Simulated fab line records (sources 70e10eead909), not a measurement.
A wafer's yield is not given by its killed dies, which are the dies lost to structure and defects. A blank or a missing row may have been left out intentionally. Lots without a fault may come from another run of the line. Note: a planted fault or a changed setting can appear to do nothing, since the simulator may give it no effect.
The tool behind it: which one? -- flow nand-harc -- Sampling: 11 lots, 33 wafers, 6 of 1302 route steps

WHAT THE GAUGES SHOWED, per wafer
NHARC_A_SLIT_CD_MEAS_09: the cd target is 300 nm. Usual: cd-nm reads 300.2 nm (standard deviation 0.5).
lot,measured,on,cd-nm (nm),flag
L406,day 19 17:28,cd-sem-03,300.6 300.7 300.8,
L408,day 20 10:11,cd-sem-02,300.7 300.5 300.1,
L413,day 22 17:36,cd-sem-02,299.8 299.7 300.4,
L414,day 23 05:13,cd-sem-01,300.5 299.6 300.1,
L417,day 23 17:32,cd-sem-01,303.6 304.0 303.7,OFF
L416,day 23 18:01,cd-sem-01,303.0 303.0 303.1,OFF
L415,day 24 05:47,cd-sem-01,300.6 300.7 301.4,
L418,day 24 18:54,cd-sem-01,302.9 302.6 302.3,OFF
L419,day 25 12:49,cd-sem-02,302.6 302.1 302.4,OFF
L426,day 28 19:28,cd-sem-02,300.0 299.9 300.6,
L428,day 29 14:20,cd-sem-03,301.1 300.3 301.1,

NHARC_END_SORT_01. Usual: killed-at-array 52, standard deviation 20; killed-at-other 1.0, standard deviation 1.3; killed-at-periphery 3.7, standard deviation 2.2; killed-dies 57, standard deviation 20; killed-open 3.2, standard deviation 1.6; killed-short 2.4, standard deviation 1.6.
lot,measured,on,killed-at-array,killed-at-other,killed-at-periphery,killed-dies,killed-open,killed-short,flag
L406,day 24 12:26,prober-01,48 48 48,1 3 0,2 3 4,51 54 52,2 4 6,3 3 7,
L408,day 25 01:58,prober-02,53 47 54,0 0 0,2 2 2,55 49 56,0 3 4,3 2 3,
L413,day 27 08:38,prober-02,23 20 28,4 0 1,3 5 1,30 25 30,3 5 5,0 4 1,
L414,day 27 17:13,prober-01,61 54 47,1 0 1,4 3 3,66 57 51,5 1 4,5 3 1,
L417,day 28 08:13,prober-02,41 27 28,2 5 4,3 4 4,46 36 36,2 3 1,4 1 7,
L416,day 28 09:48,prober-01,84 90 94,0 0 0,8 8 9,92 98 103,3 6 3,0 3 2,
L415,day 28 17:42,prober-01,90 72 73,0 2 3,1 4 2,91 78 78,5 3 1,4 5 4,
L418,day 29 10:06,prober-02,31 28 29,1 0 1,5 2 3,37 30 33,3 9 5,2 0 0,
L419,day 30 06:29,prober-01,41 38 43,0 0 0,3 4 4,44 42 47,5 2 6,7 2 2,
L426,day 33 10:22,prober-01,49 47 46,5 1 1,1 4 3,55 52 50,4 3 2,4 0 2,
L428,day 34 08:01,prober-01,60 40 62,0 1 0,3 4 5,63 45 67,3 1 5,4 2 3,

TOOL THAT RAN EACH LOT (tool first, then ch and the chambers of the sampled wafers, then the start)
lot,NHARC_A_SGD_CUT_ETCH_59,NHARC_A_SLIT_DEP_23,NHARC_A_SLIT_EXPOSE_06,NHARC_A_SLIT_ETCH_15
L406,"rie-diel-08 ch 0,1, day 19 16:55 or earlier","pecvd-04 ch 0,2, day 19 16:55","arfi-scanner-01 ch 0, day 19 17:19","rie-diel-03 ch 1,2, day 24 12:26 or earlier"
L408,"rie-diel-10 ch 0,2,3, day 20 09:29 or earlier","pecvd-01 ch 0,2, day 20 09:29","arfi-scanner-01 ch 0, day 20 10:02","rie-diel-06 ch 1,2,3, day 25 01:58 or earlier"
L413,"rie-diel-08 ch 0,2,3, day 22 16:55 or earlier","pecvd-04 ch 0,1,2, day 22 16:55","arfi-scanner-02 ch 0, day 22 17:28","rie-diel-06 ch 1,2,3, day 27 08:38 or earlier"
L414,"rie-diel-01 ch 0,1, day 23 04:34 or earlier","pecvd-03 ch 0,1,2, day 23 04:34","arfi-scanner-02 ch 0, day 23 05:05","rie-diel-06 ch 1,2,3, day 27 17:13 or earlier"
L417,"rie-diel-10 ch 0,2, day 23 17:01 or earlier","pecvd-03 ch 0,1, day 23 17:01","arfi-scanner-02 ch 0, day 23 17:24","rie-diel-05 ch 0,1,2, day 28 08:13 or earlier"
L416,"rie-diel-08 ch 0,1, day 23 17:31 or earlier","pecvd-04 ch 1,2, day 23 17:31","arfi-scanner-02 ch 0, day 23 17:53","rie-diel-03 ch 0,2, day 28 09:48 or earlier"
L415,"rie-diel-01 ch 1,2,3, day 24 05:09 or earlier","pecvd-01 ch 1,2, day 24 05:09","arfi-scanner-03 ch 0, day 24 05:38","rie-diel-05 ch 0,1,3, day 28 17:42 or earlier"
L418,"rie-diel-10 ch 0,1,2, day 24 18:12 or earlier","pecvd-03 ch 1,2, day 24 18:12","arfi-scanner-02 ch 0, day 24 18:46","rie-diel-03 ch 1,2,3, day 29 10:06 or earlier"
L419,"rie-diel-08 ch 0,1,2, day 25 12:15 or earlier","pecvd-01 ch 0,2, day 25 12:15","arfi-scanner-02 ch 0, day 25 12:40","rie-diel-06 ch 0,2,3, day 30 06:29 or earlier"
L426,"rie-diel-08 ch 1,2, day 28 18:47 or earlier","pecvd-01 ch 0,2, day 28 18:47","arfi-scanner-03 ch 0, day 28 19:20","rie-diel-05 ch 0,3, day 33 10:22 or earlier"
L428,"rie-diel-10 ch 0,2, day 29 13:41 or earlier","pecvd-04 ch 0,1, day 29 13:41","arfi-scanner-03 ch 0, day 29 14:13","rie-diel-05 ch 0,1,2, day 34 08:01 or earlier"
- NHARC_A_SGD_CUT_ETCH_59: etches the open film in N2/H2, target depth 260 nm, time 406.25 s.
- NHARC_A_SLIT_DEP_23: deposits SiON, target thk 100 nm.
- NHARC_A_SLIT_EXPOSE_06: exposes mask SLIT.
- NHARC_A_SLIT_ETCH_15: etches the open film in O2/COS, target depth 6200 nm, time 1612 s.

AS READ BY THE TOOLS THEMSELVES (means over the sampled wafers that have a number; for cases with no such wafer, the mark the record gives instead)
NHARC_A_SGD_CUT_ETCH_59. Usual: for drypump-motor-current-A, 5.5 A with a standard deviation of 0.37; for mfc-ar-sccm, 0.012 sccm with a standard deviation of 0.013; for n2-flow-sccm, 150.1 sccm with a standard deviation of 0.43; for oes-product-au, 1.000 a.u. with a standard deviation of 0.0072; for rf-vpp-V, 430 V with a standard deviation of 3.3; for showerhead-plenum-p-Torr, 2.03 Torr with a standard deviation of 0.11; for throttle-valve-pct, 14.170 % with a standard deviation of 0.0096.
lot,tool,drypump-motor-current-A (A),mfc-ar-sccm (sccm),n2-flow-sccm (sccm),oes-product-au (a.u.),rf-vpp-V (V),showerhead-plenum-p-Torr (Torr),throttle-valve-pct (%),flag
L406,rie-diel-08,5.8,0.012,150.2,0.999,433,2.10,14.166,
L408,rie-diel-10,5.4,0.018,150.3,1.003,432,2.08,14.175,
L413,rie-diel-08,5.7,0.000,150.0,1.003,428,1.94,14.164,
L414,rie-diel-01,5.0,0.007,150.4,1.003,434,2.17,14.178,
L417,rie-diel-10,5.4,0.014,150.2,0.996,433,2.15,14.173,
L416,rie-diel-08,5.9,0.006,150.2,0.998,431,2.04,14.175,
L415,rie-diel-01,5.5,0.016,150.2,1.010,432,2.06,14.167,
L418,rie-diel-10,5.3,0.022,150.5,1.003,431,2.06,14.175,
L419,rie-diel-08,5.9,0.006,149.7,0.997,429,2.02,14.171,
L426,rie-diel-08,6.0,0.006,149.9,1.006,430,1.99,14.172,
L428,rie-diel-10,5.2,0.029,150.0,1.003,433,2.12,14.171,

NHARC_A_SLIT_DEP_23. Usual: heater-power-w 740 W, standard deviation 68; susceptor-temp-C 400.00 C, standard deviation 0.23.
lot,tool,heater-power-w (W),susceptor-temp-C (C),flag
L406,pecvd-04,747,399.85,
L408,pecvd-01,740,399.85,
L413,pecvd-04,817,399.95,
L414,pecvd-03,704,400.08,
L417,pecvd-03,709,400.06,
L416,pecvd-04,817,399.95,
L415,pecvd-01,697,400.27,
L418,pecvd-03,785,400.25,
L419,pecvd-01,707,399.95,
L426,pecvd-01,702,400.06,
L428,pecvd-04,711,399.88,

NHARC_A_SLIT_EXPOSE_06. Usual: exposure-dose-mJ-cm2 61.2, standard deviation 0.59; focus-offset-nm 0.0 nm, standard deviation 0.56.
lot,tool,exposure-dose-mJ-cm2,focus-offset-nm (nm),flag
L406,arfi-scanner-01,60.7,-0.3,
L408,arfi-scanner-01,60.7,0.9,
L413,arfi-scanner-02,62.0,-0.2,
L414,arfi-scanner-02,61.9,0.3,
L417,arfi-scanner-02,67.1,-0.1,OFF
L416,arfi-scanner-02,66.1,0.4,OFF
L415,arfi-scanner-03,60.8,0.2,
L418,arfi-scanner-02,65.2,-0.4,OFF
L419,arfi-scanner-02,64.5,-0.6,OFF
L426,arfi-scanner-03,60.6,-0.4,
L428,arfi-scanner-03,60.6,0.1,

NHARC_A_SLIT_ETCH_15. Usual: drypump-motor-current-A 5.7 A, standard deviation 0.41; mfc-ar-sccm 0.008 sccm, standard deviation 0.01; oes-product-au 0.998 a.u., standard deviation 0.0084; rf-vpp-V 313.8 V, standard deviation 2.3; showerhead-plenum-p-Torr 3.09 Torr, standard deviation 0.16; throttle-valve-pct 28.332 %, standard deviation 0.0085.
lot,tool,drypump-motor-current-A (A),mfc-ar-sccm (sccm),oes-product-au (a.u.),rf-vpp-V (V),showerhead-plenum-p-Torr (Torr),throttle-valve-pct (%),flag
L406,rie-diel-03,5.9,0.006,1.005,312.3,2.97,28.332,
L408,rie-diel-06,5.6,0.004,0.998,314.1,3.15,28.320,
L413,rie-diel-06,5.6,0.004,1.000,314.4,3.15,28.338,
L414,rie-diel-06,5.6,0.004,1.008,314.8,3.15,28.337,
L417,rie-diel-05,5.5,0.016,0.991,316.4,3.24,28.337,
L416,rie-diel-03,5.8,0.004,1.002,311.7,2.94,28.333,
L415,rie-diel-05,5.5,0.005,0.988,313.0,3.11,28.331,
L418,rie-diel-03,5.8,0.006,1.006,312.5,2.99,28.331,
L419,rie-diel-06,5.5,0.004,1.001,312.4,3.01,28.328,
L426,rie-diel-05,5.7,0.001,0.986,313.5,3.04,28.335,
L428,rie-diel-05,5.4,0.016,1.004,315.6,3.24,28.327,

THE ANSWER, worked out from the rows above alone
Rule: a lot is off if the mean of its wafers that have a number lies more than 3 standard deviations from the usual mean. A lot without any number at a reading at which 4 lots or more have one is off too. The other lots that the step has rows for count as sound. Order of review: gauges by route order, followed by the tools' own readings, for which a lot's mean as printed above is used. At the first step where some lot is off, the reading lying furthest off is the one used; lots without a number count as furthest.
Off at NHARC_A_SLIT_CD_MEAS_09 (cd-nm): L417, L416, L418, L419.
If a tool, at a process step before that reading, ran all the lots that are off and no sound lot after the first of them, it fits. The gauges at NHARC_A_SLIT_CD_MEAS_09 aren't tried: what is off there is off at NHARC_A_SLIT_EXPOSE_06 too, on other tools, and a gauge's error can't cause that. With no start given for some of its lots, NHARC_A_SGD_CUT_ETCH_59 uses the hours and lot order of NHARC_A_SLIT_DEP_23. One fits: NHARC_A_SLIT_EXPOSE_06 on arfi-scanner-02. A fault onset in the window from L414 (day 23 05:05, its last sound lot) to L417 (day 23 17:24, its first lot off) fits.
On the lots that are off, the tool's own readings at NHARC_A_SLIT_EXPOSE_06 differ by more than 5 times the standard deviation of the sound lots' means, which bears it out; exposure-dose-mJ-cm2 reads 65.7 there versus 61.0 on the sound lots.

WHAT THE SIMULATOR PUT IN
Process parameter drift: arfi-scanner-02, from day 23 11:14 on, at NHARC_A_SLIT_EXPOSE_06. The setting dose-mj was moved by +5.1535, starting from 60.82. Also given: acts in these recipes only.
Shown lots that were struck: L417, L416, L418, L419. The rule above found the same.
